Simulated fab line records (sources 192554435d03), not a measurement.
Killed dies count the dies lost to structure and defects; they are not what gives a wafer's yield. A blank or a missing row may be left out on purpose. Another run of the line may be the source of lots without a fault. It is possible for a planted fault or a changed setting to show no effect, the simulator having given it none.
fab line records	flow n5-finfet
record lots=7	wafers=39
route steps=1938 shown BEOL_M13@1696 MIM_BOT_ETCH@1866 PASSIVATION@1916
start-h: the number of hours between the record's first day and the start of the first shown wafer of the lot	wait-h: how many hours have passed since the lot's step before this one	" unchanged from the row above	L1.1+2: one row covering several wafers at once	- no value, or no start given	* or withheld: withheld	< > ~ a bound
route shown NAME@n: NAME is a module with steps in the file, n the number in the route of the first one	usual: the fault-free wafers' mean and standard deviation	same: alike in all rows	chamber/n: place in a boat	sites: per-site readings	_std_site: how widely they spread, as a standard deviation	_edge_site: outer sites' mean less inner sites'	radius-mm: for every site, how far away it sits from the centre of the wafer	mask NAME#n: copy n	behind: the most recent tool/chamber to have shaped the wafer	hold: cause of the lot's hold/its duration in hours/its outcome	device: transistor that didn't switch, given as n, p or np	end of line: tests of these same wafers at the route's end	a step with no rows: only its recipe	killed: the dies lost at the first sort to structure and to defects; this is not the yield of the wafer	map: per-die view of a wafer (x killed, . not killed, _ where there is no die)
set.NAME: setting as actually run; set.NAME@STEP: the setting as run at that earlier step	model.NAME: the simulator's own value behind a step, which no gauge read
lots run with intentionally changed settings; tables by step, rows by wafer
## steps
# step N5_BEOL_M13_TRENCH_ETCH_34
# recipe chemistry=C4F8/O2/Ar	target=SiOC	target-depth-a=4134.7	mask-material=SOC	pressure-mtorr=30	source-w=3000	bias-w=700	Ar_flow_sccm=400	C4F8_flow_sccm=15	O2_flow_sccm=8	he-inner-torr=15	he-outer-torr=30	time-s=162.6	ion-energy-ev=250
lot.wafer	tool	chamber	start-h	wait-h	set.target-depth-a	model.etch.depth-nm
L075.1	rie-diel-03	1	274.22	0.0	4134.7	411.9
L075.2	"	2	"	"	4134.7	418.7
L075.3	"	0	"	"	4134.7	416.9
L075.4	"	3	"	"	4134.7	412.1
L075.5	"	2	"	"	4134.7	416.4
L075.6	"	1	"	"	4134.7	413.9
L076.1	rie-diel-04	2	274.55	0.0	4134.7	405.8
L076.2	"	0	"	"	4134.7	411.4
L076.5	"	3	"	"	4134.7	411.3
L077.1	rie-diel-01	3	280.01	0.0	4134.7	425.3
L077.2	"	1	"	"	1967	195.2
L077.3	"	2	"	"	4134.7	415.3
L077.4	"	0	"	"	4134.7	423.9
L077.5	"	2	"	"	1967	198.3
L077.6	"	1	"	"	1967	194.9
L079.1	rie-diel-01	2	281.45	0.0	5945	593.6
L079.2	"	3	"	"	5945	616.9
L079.3	"	1	"	"	4134.7	413
L079.4	"	0	"	"	5945	618.8
L079.5	"	3	"	"	4134.7	426.3
L079.6	"	2	"	"	4134.7	415.2
L081.1	rie-diel-03	3	293.20	0.0	2266	228
L081.2+4	"	1,2	"	"	2266	226
L081.3	"	0	"	"	4134.7	416.3
L081.5	"	2	"	"	4134.7	414.8
L081.6	"	3	"	"	4134.7	416
L093.1	rie-diel-04	2	382.59	0.0	5007	511.7
L093.2	"	1	"	"	5007	496.1
L093.3	"	0	"	"	4134.7	411.5
L093.4	"	3	"	"	5007	507.5
L093.5	"	2	"	"	4134.7	424.8
L093.6	"	1	"	"	4134.7	415
L096.1	rie-diel-03	2	392.58	0.0	6596	658.6
L096.2	"	0	"	"	4134.7	419.8
L096.3	"	3	"	"	6596	656.1
L096.4	"	1	"	"	6596	656.2
L096.5	"	0	"	"	4134.7	421.6
L096.6	"	1	"	"	4134.7	413.6
# step N5_BEOL_M13_STRIP_70
# recipe chemistry=C4F8/O2/Ar	resist=SiARC	rf-frequency-hz=6e+07
# step N5_BEOL_M13_OCD_MEAS_35
# usual trench-depth-nm=416/5.7
lot.wafer	tool	chamber	start-h	wait-h	set.target-depth-a@BEOL_M13_TRENCH_ETCH_34	trench-depth-nm
L075.1	ocd-02	-	274.40	0.0	4134.7	412
L075.2	"	-	"	"	4134.7	419
L075.3	"	-	"	"	4134.7	417
L075.4	"	-	"	"	4134.7	412
L075.5	"	-	"	"	4134.7	417
L075.6	"	-	"	"	4134.7	414
L076.1	ocd-02	-	274.72	0.0	4134.7	405
L076.2	"	-	"	"	4134.7	412
L076.5	"	-	"	"	4134.7	411
L077.1	ocd-02	-	280.19	0.0	4134.7	426
L077.2	"	-	"	"	1967	195
L077.3	"	-	"	"	4134.7	415
L077.4	"	-	"	"	4134.7	423
L077.5	"	-	"	"	1967	198
L077.6	"	-	"	"	1967	195
L079.1	ocd-02	-	281.62	0.0	5945	593
L079.2	"	-	"	"	5945	617
L079.3	"	-	"	"	4134.7	413
L079.4	"	-	"	"	5945	619
L079.5	"	-	"	"	4134.7	426
L079.6	"	-	"	"	4134.7	415
L081.1	ocd-02	-	293.38	0.0	2266	228
L081.2	"	-	"	"	2266	226
L081.3	"	-	"	"	4134.7	417
L081.4	"	-	"	"	2266	226
L081.5	"	-	"	"	4134.7	415
L081.6	"	-	"	"	4134.7	416
L093.1	ocd-02	-	382.76	0.0	5007	512
L093.2	"	-	"	"	5007	496
L093.3	"	-	"	"	4134.7	412
L093.4	"	-	"	"	5007	507
L093.5	"	-	"	"	4134.7	426
L093.6	"	-	"	"	4134.7	415
L096.1	ocd-01	-	392.75	0.0	6596	659
L096.2	"	-	"	"	4134.7	420
L096.3	"	-	"	"	6596	656
L096.4	"	-	"	"	6596	656
L096.5	"	-	"	"	4134.7	422
L096.6	"	-	"	"	4134.7	414
# step N5_BEOL_M13_STRIP_37
# recipe chemistry=N2/H2	power-w=1000	temp-c=250	h2-frac=0.65	overash-fraction=0.3	pressure-mtorr=withheld	n2-flow-sccm=1750	h2-flow-sccm=3250
# step N5_BEOL_M13_ETCH_38
# recipe chemistry=CF4/N2	target=SiCN	target-depth-a=675	taper-deg=2	time-s=71.9	ion-energy-ev=150	mask-material=SiO2	pressure-mtorr=40	source-w=430	bias-w=70	Ar_flow_sccm=100	cf4-flow-sccm=60	n2-flow-sccm=60
# step N5_BEOL_M13_ECD_47
# recipe material=Cu	target-thk-a=9360
# step N5_BEOL_M13_ANNEAL_48
# recipe temp-c=225	time-s=90	ambient=N2
# step N5_BEOL_M13_CMP_49
# recipe stop-on=SiOC	t-overpolish-s=17.1	down-force-psi=1	platen-rpm=50	clearing-platen-down-force-psi=1.5	clearing-platen-rpm=50	post-cmp-clean=cu-alkaline	target-thk-nm=420	clearing-platen-pad-velocity-m-s=0.99484	pad-velocity-m-s=0.99484
lot.wafer	tool	chamber	start-h	wait-h	set.target-depth-a@BEOL_M13_TRENCH_ETCH_34	model.Cu_of_BEOL_M13_ECD_47.thk-nm
L076.2	cmp-04	3	276.31	0.3	4134.7	415.2
L076.1	"	0	"	"	4134.7	412
L076.5	"	2	"	"	4134.7	417.4
L075.3	cmp-01	1	276.39	0.3	4134.7	423.4
L075.4	"	2	"	"	4134.7	418
L075.1	"	3	"	"	4134.7	416.6
L075.2	"	0	"	"	4134.7	424.6
L075.6	"	1	"	"	4134.7	420.2
L075.5	"	2	"	"	4134.7	422.8
L077.3	cmp-04	3	285.67	0.2	4134.7	420
L077.1	"	0	"	"	4134.7	431.8
L077.4	"	1	"	"	4134.7	432.8
L077.2	"	2	"	"	1967	202.2
L077.5	"	3	"	"	1967	203.2
L077.6	"	0	"	"	1967	202
L079.3	cmp-01	1	285.94	0.2	4134.7	421.6
L079.1	"	2	"	"	5945	601.2
L079.2	"	3	"	"	5945	625.4
L079.4	"	0	"	"	5945	627.4
L079.5	"	1	"	"	4134.7	434
L079.6	"	2	"	"	4134.7	423.8
L081.2	cmp-01	1	295.02	0.2	2266	233.4
L081.1	"	2	"	"	2266	236
L081.4	"	3	"	"	2266	232.6
L081.3	"	0	"	"	4134.7	425.4
L081.5	"	1	"	"	4134.7	423.6
L081.6	"	2	"	"	4134.7	423.2
L093.3	cmp-04	3	384.31	0.2	4134.7	416.6
L093.1	"	0	"	"	5007	518
L093.4	"	1	"	"	5007	516
L093.2	"	2	"	"	5007	502.8
L093.6	"	3	"	"	4134.7	419.4
L093.5	"	0	"	"	4134.7	432
L096.1	cmp-04	1	400.50	0.3	6596	665.6
L096.2	"	2	"	"	4134.7	426.2
L096.3	"	3	"	"	6596	660.8
L096.4	"	0	"	"	6596	663
L096.6	"	1	"	"	4134.7	421
L096.5	"	2	"	"	4134.7	428.2
# step N5_BEOL_M13_THK_MEAS_50
# recipe thk-meas-gauge=xrf	reads=Cu_of_BEOL_M13_ECD_47
# usual M13_THK=426/7.3
lot.wafer	tool	chamber	start-h	wait-h	set.target-depth-a@BEOL_M13_TRENCH_ETCH_34	M13_THK[nm]
L076.1	film-metro-02	-	276.53	-	4134.7	411
L076.2	"	-	"	"	4134.7	414
L076.5	"	-	"	"	4134.7	416
L075.1	film-metro-02	-	276.68	-	4134.7	420
L075.2	"	-	"	"	4134.7	427
L075.3	"	-	"	"	4134.7	424
L075.4	"	-	"	"	4134.7	423
L075.5	"	-	"	"	4134.7	425
L075.6	"	-	"	"	4134.7	423
L077.1	film-metro-02	-	285.98	0.2	4134.7	434
L077.2	"	-	"	"	1967	204
L077.3	"	-	"	"	4134.7	423
L077.4	"	-	"	"	4134.7	436
L077.5	"	-	"	"	1967	204
L077.6	"	-	"	"	1967	204
L079.1	film-metro-01	-	286.24	-	5945	615
L079.2	"	-	"	"	5945	643
L079.3	"	-	"	"	4134.7	430
L079.4	"	-	"	"	5945	642
L079.5	"	-	"	"	4134.7	444
L079.6	"	-	"	"	4134.7	435
L081.1	film-metro-02	-	295.31	-	2266	237
L081.2	"	-	"	"	2266	236
L081.3	"	-	"	"	4134.7	430
L081.4	"	-	"	"	2266	234
L081.5	"	-	"	"	4134.7	430
L081.6	"	-	"	"	4134.7	428
L093.1	film-metro-02	-	384.61	-	5007	522
L093.2	"	-	"	"	5007	509
L093.3	"	-	"	"	4134.7	422
L093.4	"	-	"	"	5007	520
L093.5	"	-	"	"	4134.7	435
L093.6	"	-	"	"	4134.7	424
L096.1	film-metro-02	-	400.79	-	6596	674
L096.2	"	-	"	"	4134.7	430
L096.3	"	-	"	"	6596	669
L096.4	"	-	"	"	6596	671
L096.5	"	-	"	"	4134.7	432
L096.6	"	-	"	"	4134.7	423
# step N5_BEOL_M13_PRE_CLEAN_52
# recipe gas=NH3	time-s=15	temp-c=withheld	rf-power-w=300
# step N5_BEOL_M13_DEP_53
# recipe material=SiCN	target-thk-a=500	temp-c=withheld	precursor=3MS/NH3	pressure-torr=3	rf-w=675	time-s=17.8
# step N5_BEOL_M13_RS_MEAS_54
# recipe thk-meas-gauge=four-point-probe	reads=Cu_of_BEOL_M13_ECD_47+Ta_of_BEOL_M13_SPUTTER_44+TaN_of_BEOL_M13_SPUTTER_43
# usual M13_RS=0.0446/0.00065
lot.wafer	tool	chamber	start-h	wait-h	set.target-depth-a@BEOL_M13_TRENCH_ETCH_34	M13_RS[ohm/sq]
L076.1	film-metro-01	-	276.66	0.0	4134.7	0.0458
L076.2	"	-	"	"	4134.7	0.0454
L076.5	"	-	"	"	4134.7	0.0451
L075.1	film-metro-02	-	276.81	0.0	4134.7	0.0452
L075.2	"	-	"	"	4134.7	0.0445
L075.3	"	-	"	"	4134.7	0.0444
L075.4	"	-	"	"	4134.7	0.0452
L075.5	"	-	"	"	4134.7	0.0446
L075.6	"	-	"	"	4134.7	0.0448
L077.1	film-metro-01	-	286.13	0.1	4134.7	0.0437
L077.2	"	-	"	"	1967	0.0966
L077.3	"	-	"	"	4134.7	0.0449
L077.4	"	-	"	"	4134.7	0.0436
L077.5	"	-	"	"	1967	0.0962
L077.6	"	-	"	"	1967	0.0966
L079.1	film-metro-01	-	286.37	0.0	5945	0.0311
L079.2	"	-	"	"	5945	0.0298
L079.3	"	-	"	"	4134.7	0.0446
L079.4	"	-	"	"	5945	0.0297
L079.5	"	-	"	"	4134.7	0.0434
L079.6	"	-	"	"	4134.7	0.0445
L081.1	film-metro-02	-	295.44	0.0	2266	0.0819
L081.2	"	-	"	"	2266	0.0830
L081.3	"	-	"	"	4134.7	0.0442
L081.4	"	-	"	"	2266	0.0832
L081.5	"	-	"	"	4134.7	0.0445
L081.6	"	-	"	"	4134.7	0.0446
L093.1	film-metro-02	-	384.74	0.0	5007	0.0362
L093.2	"	-	"	"	5007	0.0373
L093.3	"	-	"	"	4134.7	0.0452
L093.4	"	-	"	"	5007	0.0363
L093.5	"	-	"	"	4134.7	0.0436
L093.6	"	-	"	"	4134.7	0.0449
L096.1	film-metro-01	-	400.92	0.0	6596	0.0279
L096.2	"	-	"	"	4134.7	0.0442
L096.3	"	-	"	"	6596	0.0281
L096.4	"	-	"	"	6596	0.0281
L096.5	"	-	"	"	4134.7	0.0439
L096.6	"	-	"	"	4134.7	0.0448
# step N5_MIM_BOT_ETCH_ETCH_04
# recipe chemistry=CF4/O2	target=SiNx	target-depth-a=260	time-s=13	ion-energy-ev=100	pressure-mtorr=40	source-w=535	bias-w=49	Ar_flow_sccm=100	cf4-flow-sccm=100	O2_flow_sccm=10
lot.wafer	tool	chamber	start-h	wait-h	set.time-s	model.etch.depth-nm
L075.1	rie-diel-06	2	295.10	0.0	10.53	21.52
L075.2	"	1	"	"	13	26.27
L075.3	"	3	"	"	13	25.35
L075.4	"	0	"	"	13	24.89
L075.5	"	0	"	"	10.53	20.32
L075.6	"	1	"	"	10.53	21.2
L076.1	rie-diel-06	2	295.43	0.0	13	26.83
L076.2	"	0	"	"	13	25.03
L076.5	"	2	"	"	13	26.85
L079.1	rie-diel-06	0	303.99	0.0	13	24.92
L079.2	"	1	"	"	13	25.85
L079.3	"	2	"	"	13	26.32
L079.4	"	3	"	"	13	25.02
L079.5	"	2	"	"	13	26.39
L079.6	"	3	"	"	13	24.82
L077.1	rie-diel-05	2	313.27	0.0	13	25.05
L077.2	"	0	"	"	13	25.97
L077.3	"	1	"	"	8.608	15.93
L077.4	"	2	"	"	13	25.01
L077.5	"	0	"	"	8.608	17.29
L077.6	"	1	"	"	8.608	15.76
L081.1	rie-diel-02	3	319.31	0.0	13	26.87
L081.2	"	1	"	"	17.55	34.56
L081.3	"	2	"	"	13	26.57
L081.4	"	0	"	"	17.55	34.06
L081.5	"	2	"	"	17.55	35.54
L081.6	"	1	"	"	13	25.61
L093.1	rie-diel-05	1	403.35	0.1	6.501	11.93
L093.2	"	0	"	"	6.501	12.96
L093.3	"	1	"	"	13	23.98
L093.4	"	0	"	"	13	25.79
L093.5	"	0	"	"	13	25.65
L093.6	"	1	"	"	6.501	11.92
L096.1	rie-diel-05	0	418.56	0.1	16.44	32.47
L096.2	"	1	"	"	16.44	30.12
L096.3	"	1	"	"	13	23.73
L096.4	"	0	"	"	13	25.78
L096.5	"	1	"	"	13	23.65
L096.6	"	0	"	"	16.44	32.67
# step N5_PASSIVATION_PECVD_35
# recipe material=SiNx	target-thk-a=7000	temp-c=400	precursor=SiH4/NH3/N2	pressure-torr=4.9	rf-w=1406	time-s=151.3
lot.wafer	tool	chamber	start-h	wait-h	set.time-s	model.SiNx_of_PASSIVATION_PECVD_35.thk-nm
L076.1	pecvd-02	0	303.62	0.1	151.3	692.2
L076.2	"	2	"	"	151.3	712
L076.5	"	0	"	"	151.3	700.4
L075.1	pecvd-01	1	303.87	0.1	151.3	684.2
L075.2	"	2	"	"	61.42	292.4
L075.3	"	0	"	"	151.3	705.2
L075.4	"	0	"	"	151.3	707.8
L075.5	"	2	"	"	61.42	286.4
L075.6	"	1	"	"	61.42	273.8
L079.1	pecvd-02	1	308.24	0.1	196.3	895.4
L079.2	"	0	"	"	196.3	904.4
L079.3	"	2	"	"	151.3	703
L079.4	"	1	"	"	151.3	704.4
L079.5	"	2	"	"	151.3	707.4
L079.6	"	0	"	"	196.3	909.6
L077.1	pecvd-02	1	320.98	0.1	151.3	692.8
L077.2	"	2	"	"	151.3	702.4
L077.3	"	0	"	"	151.3	690.8
L077.4	"	1	"	"	151.3	699.4
L077.5	"	0	"	"	151.3	691.6
L077.6	"	2	"	"	151.3	715.6
L081.1	pecvd-04	1	325.13	0.1	151.3	679.8
L081.2	"	2	"	"	151.3	692.8
L081.3	"	0	"	"	151.3	686
L081.4	"	2	"	"	151.3	705.2
L081.5	"	1	"	"	151.3	700.2
L081.6	"	0	"	"	151.3	698.8
L093.1	pecvd-02	2	408.42	0.1	151.3	691.8
L093.2	"	0	"	"	238.4	1094
L093.3	"	0	"	"	151.3	698.2
L093.4	"	2	"	"	238.4	1108
L093.5	"	0	"	"	151.3	706.2
L093.6	"	2	"	"	238.4	1110
L096.1	pecvd-01	2	426.86	0.1	192.8	880.2
L096.2	"	1	"	"	151.3	681.6
L096.3	"	0	"	"	151.3	701
L096.4	"	2	"	"	192.8	887.8
L096.5	"	0	"	"	151.3	709.6
L096.6	"	1	"	"	192.8	888.6
## key
split step=N5_BEOL_M13_TRENCH_ETCH_34	setting=target-depth-a	stated=4134.7	by=wafer
response step=N5_BEOL_M13_TRENCH_ETCH_34	reading=model.etch.depth-nm	change=+4.19	per=1%	r=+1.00
response step=N5_BEOL_M13_OCD_MEAS_35	reading=trench-depth-nm	change=+4.19	per=1%	r=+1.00
response step=N5_BEOL_M13_CMP_49	reading=model.Cu_of_BEOL_M13_ECD_47.thk-nm	change=+4.19	per=1%	r=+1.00
response step=N5_BEOL_M13_THK_MEAS_50	reading=M13_THK	change=+4.27	per=1%	r=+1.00
response step=N5_BEOL_M13_RS_MEAS_54	reading=M13_RS	shape=bent	at-lowest=0.0965	at-stated=0.0446	at-highest=0.0281
split step=N5_MIM_BOT_ETCH_ETCH_04	setting=time-s	stated=13	by=wafer
response step=N5_MIM_BOT_ETCH_ETCH_04	reading=model.etch.depth-nm	change=+0.257	per=1%	r=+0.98
split step=N5_PASSIVATION_PECVD_35	setting=time-s	stated=151.3	by=wafer
response step=N5_PASSIVATION_PECVD_35	reading=model.SiNx_of_PASSIVATION_PECVD_35.thk-nm	change=+6.96	per=1%	r=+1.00
